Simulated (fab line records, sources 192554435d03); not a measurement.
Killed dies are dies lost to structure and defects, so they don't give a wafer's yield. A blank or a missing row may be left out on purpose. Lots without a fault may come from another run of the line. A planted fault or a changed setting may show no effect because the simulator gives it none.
Which tool did it? | flow n5_finfet | 10 lots, 30 wafers sampled, at 2 steps of a route of 1938

WHAT THE GAUGES READ, wafer by wafer
N5_BEOL_M12_OCD_MEAS_35.
lot  | measured     | on     | trench_depth_nm (nm)
L410 | day 11 22:11 | ocd-02 | 322 307 321
L411 | day 12 02:17 | ocd-01 | 327 312 321
L414 | day 13 05:22 | ocd-02 | 323 332 323
L417 | day 13 10:23 | ocd-02 | 325 315 309
L415 | day 13 14:22 | ocd-01 | 319 315 309
L425 | day 15 10:24 | ocd-02 | 327 320 321
L424 | day 15 21:21 | ocd-01 | 316 307 329
L427 | day 16 09:19 | ocd-01 | 319 324 317
L428 | day 16 09:47 | ocd-02 | 308 309 317
L429 | day 17 03:30 | ocd-01 | 319 325 327

WHICH TOOL RAN EACH LOT (tool, then ch and the chambers of the sampled wafers, then the start)
lot  | N5_BEOL_M12_ETCH_67
L410 | rie_diel-05 ch 0,1, day 11 21:43
L411 | rie_diel-01 ch 0,1,3, day 12 01:48
L414 | rie_diel-05 ch 0,1, day 13 04:52
L417 | rie_diel-01 ch 1,2,3, day 13 09:55
L415 | rie_diel-06 ch 0,1,3, day 13 13:52
L425 | rie_diel-01 ch 0,3, day 15 09:55
L424 | rie_diel-01 ch 1,2,3, day 15 20:52
L427 | rie_diel-05 ch 0,1, day 16 08:49
L428 | rie_diel-01 ch 1,2, day 16 09:18
L429 | rie_diel-05 ch 0,2,3, day 17 02:22
- N5_BEOL_M12_ETCH_67: etches SiARC in CF4, target depth 143 nm, time 238.3 s.

WHAT THE TOOLS THEMSELVES READ (means of the sampled wafers that have a number; where no wafer has one, the mark that the record gives instead)
N5_BEOL_M12_ETCH_67.
lot  | tool        | drypump_motor_current_A (A) | etch_rf_on_time_s (s) | oes_product_au (a.u.) | rf_vpp_V (V) | showerhead_plenum_p_Torr (Torr) | throttle_valve_pct (%)
L410 | rie_diel-05 | 5.8                         | 237                   | 0.65                  | 183.2        | 2.11                            | 15.70
L411 | rie_diel-01 | 5.8                         | 235                   | 0.73                  | 184.8        | 2.18                            | 15.42
L414 | rie_diel-05 | 5.7                         | 231                   | 0.73                  | 183.5        | 2.11                            | 15.55
L417 | rie_diel-01 | 6.0                         | 235                   | 0.67                  | 184.6        | 2.14                            | 15.63
L415 | rie_diel-06 | 5.7                         | 239                   | 0.65                  | 184.1        | 2.08                            | 15.58
L425 | rie_diel-01 | 6.1                         | 229                   | 0.75                  | 185.0        | 2.22                            | 15.23
L424 | rie_diel-01 | 6.0                         | 238                   | 0.65                  | 183.7        | 2.13                            | 15.68
L427 | rie_diel-05 | 5.8                         | 232                   | 0.69                  | 183.7        | 2.10                            | 15.61
L428 | rie_diel-01 | 5.8                         | 244                   | 0.59                  | 183.5        | 2.11                            | 15.88
L429 | rie_diel-05 | 5.9                         | 238                   | 0.72                  | 184.9        | 2.19                            | 15.48

THE ANSWER, worked out from the rows above alone
Rule: what is usual is taken from the lots themselves. Put in order of their means at a reading, lots are off if they are a third of the lots or fewer, leave a main group of 4 or more, and stand apart from it by a gap of 3 or more times the standard deviation of the main group's means; of several such gaps the widest counts. A main group whose means are all the same, to the digits that the tables above print for the reading, isn't used. A lot without any number at a reading at which 4 lots or more have one is off too. The other lots that the step has rows for count as sound. The gauges are gone through in route order, then the tools' own readings, and for those a lot's mean is taken as printed above. The first step at which some lot is off is used, and at that step the reading that is off furthest; a lot without a number counts as furthest.
No lot is off at any reading shown: from this, nothing can be told.

WHAT THE SIMULATOR HAD PUT IN
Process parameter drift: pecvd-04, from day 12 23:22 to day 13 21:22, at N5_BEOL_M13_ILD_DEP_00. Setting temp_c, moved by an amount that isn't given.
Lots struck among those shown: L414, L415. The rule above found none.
